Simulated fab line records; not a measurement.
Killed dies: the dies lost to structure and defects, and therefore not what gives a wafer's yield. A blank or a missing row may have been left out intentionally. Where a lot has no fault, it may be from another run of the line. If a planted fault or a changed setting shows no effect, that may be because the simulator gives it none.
Comparing a struck lot with a sound one / flow n5Finfet / 15 out of 1938 route steps
Sound: the wafers L678.4, L678.5, L678.6. Wafers L673.3, L673.4, L673.6 were the ones struck. At the end, the cause is stated.
At each step with rows: each side's tool, then ch and its chambers, then its first start. Under that, the readings that differ: sound wafers / struck wafers / difference of the means / sigmas: that difference in standard deviations of wafers without a fault.
alike: readings whose means differ by less than 2 such deviations, and words and numbers that are the same on both sides. not compared: withheld readings, readings that some wafer has no value for, bounds like >300 that may hide the same value, and numbers for which the record gives no deviation and whose values overlap.
A row with sigmas, a row that says differs or no value, or rows on one side alone: a step with any of these is where the two part. Numbers that have no deviation but don't overlap get no sigmas and don't part them. A reading missing from all wafers of one side parts the sides only when that side holds two or more wafers.

first, 2 steps without rows for these wafers: N5_BEOL_M8_CURE_75 (cures SiCOH lowk, time 120 s); N5_BEOL_M8_DEGAS_44 (time 60 s).
N5_BEOL_M8_PRE_CLEAN_45: time 30 s.
  sound on pvdSputter-03, day 14 22:13; struck on pvdSputter-01, day 13 10:05
  alike: heaterPowerW
N5_BEOL_M8_ALD_77: deposits TaN, target thk 2 nm, pulse time 2 s, purge time 3 s.
  sound on aldMetal-01 ch 2,3, day 14 22:16; struck on aldMetal-02 ch 0,2, day 13 10:17
  alike: chamberPressureTorr, heaterPowerW
N5_BEOL_M8_SURFACE_TREAT_79:
  sound on pvdSputter-03, day 14 22:42; struck on pvdSputter-01, day 13 10:34
  not compared: throttleValvePct
then, 1 step without rows for these wafers: N5_BEOL_M8_CVD_78 (deposits Co from CCTBA/H2, target thk 2 nm, time 142.3 s).
N5_BEOL_M8_SPUTTER_48: material Cu, target thk 10 nm, time 1.667 s.
  sound on pvdSputter-03, day 14 22:55; struck on pvdSputter-03, day 13 12:15
  alike: chamberPressurePa, throttleValvePct
then, 1 step without rows for these wafers: N5_BEOL_M8_ECD_50 (material Cu, target thk 300 nm).
N5_BEOL_M8_ANNEAL_51: time 90 s.
  sound on rtpAnneal-01 ch 0, day 14 23:27; struck on rtpAnneal-02 ch 0, day 13 12:37
reading=annealTempC (C); sound=225.40 225.54 225.24; struck=224.87 224.91 225.05; difference=-0.45; sigmas=-3
  alike: wafer_temp_C_max
then, 1 step without rows for these wafers: N5_BEOL_M8_CMP_52 (polishes, stops on SiCOH lowk, t overpolish 6.9 s, target thk 80 nm).
N5_BEOL_M8_THK_MEAS_53: measures by xrf.
  sound on filmMetro-01, day 15 00:03; struck on filmMetro-02, day 13 13:07
reading=M8_THK (nm); sound=78.9 79.0 75.5; struck=81.7 81.6 80.9; difference=+3.6; sigmas=+2
then, 1 step without rows for these wafers: N5_BEOL_M8_PRE_CLEAN_55 (time 15 s).
N5_BEOL_M8_DEP_56: deposits SiCN from 3MS/NH3, target thk 10 nm, time 17.5 s.
  sound on pecvd-02 ch 0,1,2, day 15 00:08; struck on pecvd-02 ch 0,1, day 13 13:24
  alike: chamberPressureTorr, showerheadPlenumPTorr, throttleValvePct
N5_BEOL_M8_RS_MEAS_57: measurement is done with a four-point probe.
  sound on filmMetro-02, day 15 00:11; struck on filmMetro-02, day 13 13:28
reading=M8_RS (ohm/sq); sound=0.289 0.290 0.305; struck=0.278 0.280 0.280; difference=-0.015; sigmas=-2
after that, 1 step had no rows for these wafers: N5_PASSIVATION_PROBE_49.

== WHERE THEY PART ==
Last at N5_BEOL_M8_RS_MEAS_57 as far as this record goes, first at N5_BEOL_M8_ANNEAL_51.

WHY: what the simulator had put in
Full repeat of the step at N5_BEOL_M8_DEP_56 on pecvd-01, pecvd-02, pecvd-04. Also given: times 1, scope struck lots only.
